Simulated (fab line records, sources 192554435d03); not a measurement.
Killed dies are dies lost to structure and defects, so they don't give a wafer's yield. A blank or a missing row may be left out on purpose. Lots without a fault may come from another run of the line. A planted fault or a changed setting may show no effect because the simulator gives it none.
Chamber matching | flow n5_finfet | N5_DUMMY_GATE_HM_OPEN_21 on rie_diel-03: 4 sister chambers
The step chemistry CH3F/O2, target SiNx, target depth 120 nm, time 171.4 s. 18 wafers are shown with their chamber, then 9 later ones without.

WAFERS WITH THEIR CHAMBER
wafer  | chamber | drypump_motor_current_A (A) | rf_vpp_V (V) | showerhead_plenum_p_Torr (Torr)
L074.3 | 3       | 6.4                         | 278          | 2.08
L074.4 | 0       | 5.2                         | 306          | 2.04
L074.6 | 3       | 6.5                         | 277          | 2.08
L075.1 | 0       | 5.2                         | 303          | 2.03
L075.2 | 1       | 5.8                         | 308          | 1.99
L075.4 | 2       | 6.5                         | 306          | 1.99
L077.2 | 0       | 5.2                         | 304          | 2.03
L077.5 | 0       | 5.2                         | 305          | 2.03
L077.6 | 3       | 6.4                         | 279          | 2.08
L078.1 | 2       | 6.6                         | 308          | 1.99
L078.4 | 1       | 5.8                         | 310          | 1.99
L078.5 | 3       | 6.4                         | 279          | 2.08
L079.3 | 1       | 5.8                         | 308          | 1.98
L079.4 | 2       | 6.6                         | 307          | 1.99
L079.6 | 0       | 5.3                         | 304          | 2.03
L084.2 | 2       | 6.6                         | 307          | 1.98
L084.4 | 3       | 6.4                         | 280          | 2.08
L084.6 | 1       | 5.8                         | 308          | 1.98

SIGNATURES (means of the wafers above)
reading                  | chamber 0 | chamber 1 | chamber 2 | chamber 3 | scatter within a chamber
drypump_motor_current_A  | 5.220     | 5.800     | 6.575     | 6.420     | 0.041
rf_vpp_V                 | 304.40    | 308.50    | 307.00    | 278.60    | 1.05
showerhead_plenum_p_Torr | 2.0320    | 1.9850    | 1.9875    | 2.0800    | 0.00427
Rule: a wafer's distance from a chamber is the root of the sum, over the readings, of the square of ((its reading less the chamber's mean) divided by the reading's scatter). The wafer belongs to the nearest chamber; if the next one is less than 2 further off, it can't be placed. The scatter: the root of (the sum of the squares of (reading less its chamber's mean) over the shown wafers, divided by (wafers less chambers)).

WAFERS WITHOUT THEIR CHAMBER
wafer  | drypump_motor_current_A (A) | rf_vpp_V (V) | showerhead_plenum_p_Torr (Torr)
L085.1 | 5.8                         | 309          | 1.98
L085.2 | 6.4                         | 280          | 2.08
L085.6 | 6.4                         | 278          | 2.08
L088.1 | 6.4                         | 279          | 2.08
L088.2 | 5.3                         | 305          | 2.03
L088.3 | 6.6                         | 308          | 1.98
L093.1 | 5.2                         | 305          | 2.02
L093.5 | 6.6                         | 308          | 1.98
L093.6 | 5.3                         | 305          | 2.02

WHICH CHAMBER EACH WENT THROUGH
wafer  | from the rows above | in truth
L085.1 | 1                   | 1
L085.2 | 3                   | 3
L085.6 | 3                   | 3
L088.1 | 3                   | 3
L088.2 | 0                   | 0
L088.3 | 2                   | 2
L093.1 | 0                   | 0
L093.5 | 2                   | 2
L093.6 | 0                   | 0
Placed correctly: 9 of 9. Can't be placed from these rows: 0. Placed wrongly: 0.
